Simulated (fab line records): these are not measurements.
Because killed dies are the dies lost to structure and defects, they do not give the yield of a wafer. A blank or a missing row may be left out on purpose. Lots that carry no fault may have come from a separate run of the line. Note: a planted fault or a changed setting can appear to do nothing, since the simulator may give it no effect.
Matching of chambers + flow n5Finfet + N5_BEOL_M1_STRIP_36 on rieDiel-06 has 4 sister chambers
The step strips in N2/H2. 8 wafers are shown with their chamber, then 11 later ones without.

== WAFERS, EACH WITH ITS CHAMBER ==
| wafer  | chamber | drypumpMotorCurrentA (A) | showerheadPlenumPTorr (Torr) |
|--------|---------|--------------------------|------------------------------|
| L076.5 | 1       | 5.2                      | 2.46                         |
| L079.5 | 3       | 5.9                      | 2.46                         |
| L080.2 | 1       | 5.2                      | 2.46                         |
| L082.5 | 3       | 5.8                      | 2.45                         |
| L084.2 | 2       | 6.6                      | 2.50                         |
| L084.3 | 0       | 6.2                      | 2.52                         |
| L084.5 | 0       | 6.2                      | 2.52                         |
| L086.1 | 2       | 6.6                      | 2.49                         |

== WAFERS WITHOUT THEIR CHAMBER ==
| wafer  | drypumpMotorCurrentA (A) | showerheadPlenumPTorr (Torr) |
|--------|--------------------------|------------------------------|
| L086.4 | 6.2                      | 2.52                         |
| L086.5 | 6.2                      | 2.52                         |
| L087.4 | 5.2                      | 2.46                         |
| L087.5 | 6.6                      | 2.49                         |
| L087.6 | 5.8                      | 2.45                         |
| L089.3 | 6.6                      | 2.49                         |
| L089.4 | 5.8                      | 2.45                         |
| L089.6 | 5.8                      | 2.45                         |
| L095.1 | 6.3                      | 2.51                         |
| L095.3 | 5.8                      | 2.44                         |
| L095.6 | 6.3                      | 2.51                         |

== THE CHAMBER EACH PASSED THROUGH ==
| wafer  | from the rows above | in truth |
|--------|---------------------|----------|
| L086.4 | 0                   | 0        |
| L086.5 | 0                   | 0        |
| L087.4 | 1                   | 1        |
| L087.5 | 2                   | 2        |
| L087.6 | 3                   | 3        |
| L089.3 | 2                   | 2        |
| L089.4 | 3                   | 3        |
| L089.6 | 3                   | 3        |
| L095.1 | 0                   | 0        |
| L095.3 | 3                   | 3        |
| L095.6 | 0                   | 0        |
Correct placement for 11 of the 11. Left unplaced by these rows: 0. Number placed wrongly: 0.
How it was worked out, from the rows above alone: a wafer's distance from a chamber is the root of the sum, over the readings, of the square of ((its reading less the chamber's mean) divided by the reading's scatter). If the next closest chamber is less than 2 further off than the closest, the wafer can't be placed; otherwise it belongs to the closest. The mean given for a chamber averages the wafers shown for that chamber. How the scatter is found: for the shown wafers, subtract from each reading the mean of its chamber, square and add these, divide the total by (wafers less chambers), then take the root.
